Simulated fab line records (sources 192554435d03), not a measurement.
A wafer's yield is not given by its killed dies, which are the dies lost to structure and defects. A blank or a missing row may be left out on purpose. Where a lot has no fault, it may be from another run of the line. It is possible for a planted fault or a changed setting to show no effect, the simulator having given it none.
2 desks, one fault + flow n5-finfet + every desk sees just its own numbers, and what lay behind them comes last

== THE TOOL OWNER'S DESK: ald-metal-02 ==
The tool's own readings at N5_BEOL_M6_ALD_77 (deposits TaN, target thk 2 nm, pulse time 2 s, purge time 3 s): means of the sampled wafers that have a number, for each lot that ran on this tool. Marked OUT: a lot whose mean sits more than 4 standard deviations from the usual mean, which makes it out of limits; the brackets give that distance.
Columns: A = heater-power-w at N5_BEOL_M6_ALD_77, usual 406 W
| lot  | first seen here | A   |
|------|-----------------|-----|
| L979 | day 10 22:24    | 393 |
| L981 | day 11 18:14    | 406 |
| L992 | day 14 05:25    | 407 |
| L991 | day 14 06:50    | 406 |
| L990 | day 14 07:18    | 409 |
| L993 | day 14 21:34    | 401 |
Result from this desk: across the 6 lots, nothing is out of limits.

== FROM THE METROLOGY DESK ==
Lot by lot, what the gauges showed, no matter which tool ran the lot: averages of those sampled wafers that carry a number. Marked OUT: a lot whose mean sits more than 4 standard deviations from the usual mean, which makes it out of limits; the brackets give that distance. It has 36 readings; the 7 that lie furthest out on some lot are the ones shown.
Columns: A = IOFF_N at N5_BEOL_M4_RC_MEAS_101, usual 0.156 nA/um; B = COMB_M10 at N5_BEOL_M15_RC_MEAS_101, usual 1.46e-11 S/m; C = COMB_M6 at N5_BEOL_M15_RC_MEAS_101, usual 2.5e-11 S/m; D = COMB_M6_max_site at N5_BEOL_M15_RC_MEAS_101, usual 3.6e-11 S/m; E = COMB_M9 at N5_BEOL_M15_RC_MEAS_101, usual 1.46e-11 S/m; F = SERP_M10 at N5_BEOL_M15_RC_MEAS_101, usual 3.04 ohm/um; G = SERP_M6 at N5_BEOL_M15_RC_MEAS_101, usual 13.8 ohm/um
| lot  | first seen here | A     | B        | C       | D       | E        | F    | G    |
|------|-----------------|-------|----------|---------|---------|----------|------|------|
| L979 | day 10 00:16    | 0.165 | 1.19e-11 | 3.3e-11 | 4.6e-11 | 1.58e-11 | 3.04 | 13.0 |
| L981 | day 10 20:08    | 0.158 | 1.36e-11 | 3.6e-11 | 5.2e-11 | 1.64e-11 | 3.04 | 13.6 |
| L986 | day 11 23:07    | 0.150 | 1.82e-11 | 2.1e-11 | 2.6e-11 | 1.26e-11 | 3.06 | 13.5 |
| L991 | day 13 08:37    | 0.139 | 1.00e-11 | 2.6e-11 | 3.4e-11 | 1.04e-11 | 3.07 | 13.8 |
| L992 | day 13 10:40    | 0.146 | 1.45e-11 | 2.7e-11 | 4.4e-11 | 1.34e-11 | 2.94 | 13.7 |
| L990 | day 13 12:47    | 0.196 | 1.36e-11 | 2.8e-11 | 4.7e-11 | 1.15e-11 | 3.11 | 13.1 |
| L993 | day 14 00:35    | 0.172 | 1.75e-11 | 2.0e-11 | 2.9e-11 | 1.11e-11 | 2.91 | 14.3 |
Result from this desk: across the 7 lots, nothing is out of limits.

== TAKEN TOGETHER ==
The tool owner's desk saw nothing out of limits.
The metrology desk saw nothing out of limits.

== WHAT WAS PUT IN BY THE SIMULATOR ==
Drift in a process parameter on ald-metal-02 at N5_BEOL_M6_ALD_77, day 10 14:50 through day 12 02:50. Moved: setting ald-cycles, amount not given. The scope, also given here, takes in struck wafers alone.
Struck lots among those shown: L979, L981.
